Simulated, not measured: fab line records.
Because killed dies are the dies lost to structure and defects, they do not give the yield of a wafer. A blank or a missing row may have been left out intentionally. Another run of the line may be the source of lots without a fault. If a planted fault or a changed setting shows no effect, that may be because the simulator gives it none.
Which of the tools did it?	flow n5Finfet	11 lots, 32 wafers sampled, at 3 steps of a route of 1938

== WHAT THE GAUGES READ, wafer by wafer ==
N5_BEOL_M10_CD_MEAS_28 targets a cd of 70 nm.
lot	measured	on	cdNm (nm)
L643	day 10 17:30	cdSem-03	69.9 69.4 70.0
L642	day 10 17:28	cdSem-03	70.6 71.2 70.8
L645	day 11 02:39	cdSem-02	69.0 68.9 68.9
L646	day 11 09:20	cdSem-02	69.3 68.3 68.3
L648	day 11 20:18	cdSem-02	70.9 70.4 70.1
L647	day 12 01:58	cdSem-03	69.5 69.9 69.8
L649	day 12 02:08	cdSem-01	69.7 70.6 70.5
L653	day 13 04:27	cdSem-01	69.9 69.9
L661	day 15 04:34	cdSem-03	70.3 69.6 70.4
L663	day 15 12:17	cdSem-02	70.1 70.8 71.1
L662	day 16 00:25	cdSem-02	70.5 70.4 71.0

== EACH LOT AND THE TOOL THAT RAN IT (in order: tool; ch and the chambers of the sampled wafers; start) ==
lot	N5_BEOL_M10_HM_DEP_02	N5_BEOL_M10_STRIP_67
L643	pvdSputter-01, day 10 15:28	rieDiel-01 ch 1,2,3, day 10 16:17
L642	pvdSputter-01, day 10 15:43	rieDiel-02 ch 1,2,3, day 10 16:32
L645	pvdSputter-03, day 11 00:21	rieDiel-01 ch 0,1, day 11 01:10
L646	pvdSputter-03, day 11 07:24	rieDiel-04 ch 0,2,3, day 11 08:35
L648	pvdSputter-03, day 11 18:43	rieDiel-04 ch 1,2,3, day 11 19:35
L647	pvdSputter-01, day 11 23:00	rieDiel-01 ch 0,1,2, day 12 00:13
L649	pvdSputter-03, day 11 23:01	rieDiel-02 ch 1,2,3, day 12 00:14
L653	pvdSputter-03, day 13 02:28	rieDiel-04 ch 0, day 13 03:47
L661	pvdSputter-02, day 15 03:12	rieDiel-01 ch 0,1,3, day 15 03:53
L663	pvdSputter-03, day 15 09:52	rieDiel-02 ch 1,2,3, day 15 10:45
L662	pvdSputter-02, day 15 22:07	rieDiel-02 ch 2,3, day 15 22:56
- N5_BEOL_M10_HM_DEP_02: deposits TiN, target thk 20 nm.
- N5_BEOL_M10_STRIP_67: strips in CF4.

== THE ANSWER, worked out from the rows above alone ==
Rule: usual is defined by the lots themselves. The widest of any qualifying gaps counts: lots, ordered by their means at a reading, are off when they make up no more than a third of the lots, leave a main group of 4 or more, and stand apart from it by 3 or more times the standard deviation of that group's means. A main group is skipped when, at the precision printed for the reading in the tables above, its means are all equal. A lot without any number at a reading at which 4 lots or more have one is off too. The other lots that the step has rows for count as sound.
Across all readings shown, no lot is off: no conclusion can be drawn from this.

== WHAT THE SIMULATOR HAD INSERTED ==
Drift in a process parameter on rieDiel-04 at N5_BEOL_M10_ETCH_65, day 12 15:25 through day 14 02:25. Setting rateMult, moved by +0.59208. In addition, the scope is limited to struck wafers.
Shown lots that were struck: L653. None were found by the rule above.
